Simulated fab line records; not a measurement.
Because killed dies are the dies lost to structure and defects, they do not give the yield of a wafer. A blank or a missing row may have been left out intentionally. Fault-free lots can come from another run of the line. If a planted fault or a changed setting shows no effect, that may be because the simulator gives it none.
A struck lot beside a sound one	flow nand_harc	14 out of 1159 route steps
Sound: wafers L975.1, L975.3, L975.6. The struck wafers were L981.2, L981.4, L981.6. The cause comes at the end.
Per side, at each step with rows, come the tool, then ch with its chambers, and then its first start. Under that, the readings that differ: sound wafers	struck wafers	difference of the means	sigmas: that difference in standard deviations of wafers without a fault.
alike: a reading whose means differ by less than 2 such deviations, as well as words and numbers matching on both sides. not compared: withheld readings; readings where some wafer has no value; bounds like >300 that might hide an equal value; numbers whose values overlap and for which the record gives no deviation.
A row with sigmas, a row that says differs or no value, or rows on one side alone: a step with any of these is where the two part. Numbers that have no deviation but don't overlap get no sigmas and don't part them. A reading that every wafer of one side lacks parts them only if that side has two wafers or more.

NHARC_P_STI_ETCH_42: etches the open film in N2/H2, target depth 80 nm, overetch 24 nm, time 61 s.
  sound on rie_diel-09 ch 0,2,3, day 3 02:22; struck on rie_diel-13 ch 0,2,3, day 4 13:07
  alike: drypump_motor_current_A, mfc_ar_sccm, oes_product_au, rf_vpp_V, showerhead_plenum_p_Torr, throttle_valve_pct
  not compared: rf_hours_counter_h
NHARC_P_STI_ETCH_31: etches the open film in CF4/CHF3, target depth 108.9 nm, time 54.5 s.
  sound on rie_diel-09 ch 0,2,3; struck on rie_diel-13 ch 1,2,3
  alike: drypump_motor_current_A, mfc_ar_sccm, oes_product_au, rf_vpp_V, showerhead_plenum_p_Torr, throttle_valve_pct
  not compared: rf_hours_counter_h
NHARC_P_STI_ETCH_15: etches the open film in HBr/Cl2, target depth 300 nm, time 100.1 s.
  sound on rie_si-01 ch 0,2,3, day 3 02:35; struck on rie_si-03 ch 2,3, day 4 13:20
  alike: drypump_motor_current_A, hbr_flow_sccm, mfc_cl2_sccm, oes_product_au, throttle_valve_pct
  not compared: rf_hours_counter_h
NHARC_P_STI_CD_MEAS_16:
  struck on cd_sem-01, day 4 13:29; sound on cd_sem-03, day 3 02:43
  alike: cd_nm
NHARC_P_STI_OCD_MEAS_17:
  struck on ocd-02, day 4 13:35; sound on ocd-01, day 3 02:48
reading	sound	struck	difference	sigmas
trench_depth_nm (nm)	313 297 309	298 288 295	-13	-2
  alike: trench_foot_cd_nm
then, 3 steps without rows for these wafers: NHARC_P_STI_STRIP_19 (strips in SPM, time 900 s); NHARC_P_STI_PRECLEAN_32 (cleans in SC1); NHARC_P_STI_SRD_23.
NHARC_P_STI_OCD_MEAS_43:
  struck on ocd-01, day 4 14:05; sound on ocd-01, day 3 03:19
reading	sound	struck	difference	sigmas
trench_depth_nm (nm)	313 297 309	298 288 295	-13	-2
  alike: trench_foot_cd_nm
then, 3 steps without rows for these wafers: NHARC_P_STI_OXIDE_33 (material SiO2, target thk 10 nm, ox time 281 s); NHARC_P_STI_HDPCVD_20 (deposits SiO2); NHARC_P_STI_ANNEAL_34 (time 1800 s).
NHARC_P_STI_CMP_21: polishes, t overpolish 20 s, target thk 380.67 nm.
  sound on cmp-04 ch 1,2, day 3 23:04; struck on cmp-03 ch 0,1,2, day 5 06:07
reading	sound	struck	difference	sigmas
overpolish_run_s (s)	20.017 19.990 20.004	72.994 72.975 72.951	+52.970	+99 or more
t_overpolish_s (s)	20 20 20	72.979 72.979 72.979	+52.979	
  alike: motor_current_A
-- record jumps: 16 days between struck wafers' starts before vs after; left off in module P_STI, resumes in module END, first step shown is number 1159 of the route --
NHARC_END_SORT_01:
  the record has rows for the struck wafers here (prober-02 ch 0, day 21 17:53) and none for the sound ones

## WHERE THEY PART
First at NHARC_P_STI_OCD_MEAS_17; last, within this record, at NHARC_END_SORT_01.

WHY: what the simulator had put in
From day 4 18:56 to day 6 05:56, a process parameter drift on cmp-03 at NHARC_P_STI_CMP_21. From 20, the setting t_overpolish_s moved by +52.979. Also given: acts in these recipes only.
